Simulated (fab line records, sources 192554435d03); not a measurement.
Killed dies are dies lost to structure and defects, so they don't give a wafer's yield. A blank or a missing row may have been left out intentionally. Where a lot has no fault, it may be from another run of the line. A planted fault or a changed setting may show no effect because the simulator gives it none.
Which tool was responsible? :: flow n5_finfet :: 11 lots (33 wafers sampled), 1 step of a 1938-step route

WHAT THE GAUGES SHOWED, per wafer
N5_DUMMY_GATE_INSPECT_17: inspects for defects (brightfield).
lot: L591
measured: day 3 12:20
on: defect_inspect-02
raw_defect_count: 234 297 192

lot: L592
measured: day 3 17:56
on: defect_inspect-01
raw_defect_count: 304 201 134

lot: L593
measured: day 3 21:26
on: defect_inspect-02
raw_defect_count: 212 144 180

lot: L594
measured: day 4 04:03
on: defect_inspect-02
raw_defect_count: 221 180 246

lot: L595
measured: day 4 09:25
on: defect_inspect-01
raw_defect_count: 187 251 223

lot: L596
measured: day 4 15:17
on: defect_inspect-02
raw_defect_count: 193 274 206

lot: L601
measured: day 5 21:46
on: defect_inspect-02
raw_defect_count: 214 177 316

lot: L602
measured: day 6 03:47
on: defect_inspect-01
raw_defect_count: 197 152 148

lot: L603
measured: day 6 12:05
on: defect_inspect-01
raw_defect_count: 228 317 396

lot: L609
measured: day 8 00:03
on: defect_inspect-02
raw_defect_count: 263 305 269

lot: L612
measured: day 8 18:06
on: defect_inspect-01
raw_defect_count: 139 125 140

WHAT TOOL EACH LOT RAN ON (gives the tool, then ch and the chambers of the sampled wafers, and finally the start)
No process step before these readings appears in the record.

THE ANSWER, worked out from the rows above alone
Rule: the usual values come from the lots themselves. The widest of any qualifying gaps counts: lots, ordered by their means at a reading, are off when they make up no more than a third of the lots, leave a main group of 4 or more, and stand apart from it by 3 or more times the standard deviation of that group's means. Not used: any main group whose means are identical at the precision the tables above print for the reading. Also off: a lot with no number at a reading for which 4 or more lots have one. All remaining lots with rows at the step are treated as sound.
Across all readings shown, no lot is off: no conclusion can be drawn from this.

WHAT HAD BEEN PUT IN BY THE SIMULATOR
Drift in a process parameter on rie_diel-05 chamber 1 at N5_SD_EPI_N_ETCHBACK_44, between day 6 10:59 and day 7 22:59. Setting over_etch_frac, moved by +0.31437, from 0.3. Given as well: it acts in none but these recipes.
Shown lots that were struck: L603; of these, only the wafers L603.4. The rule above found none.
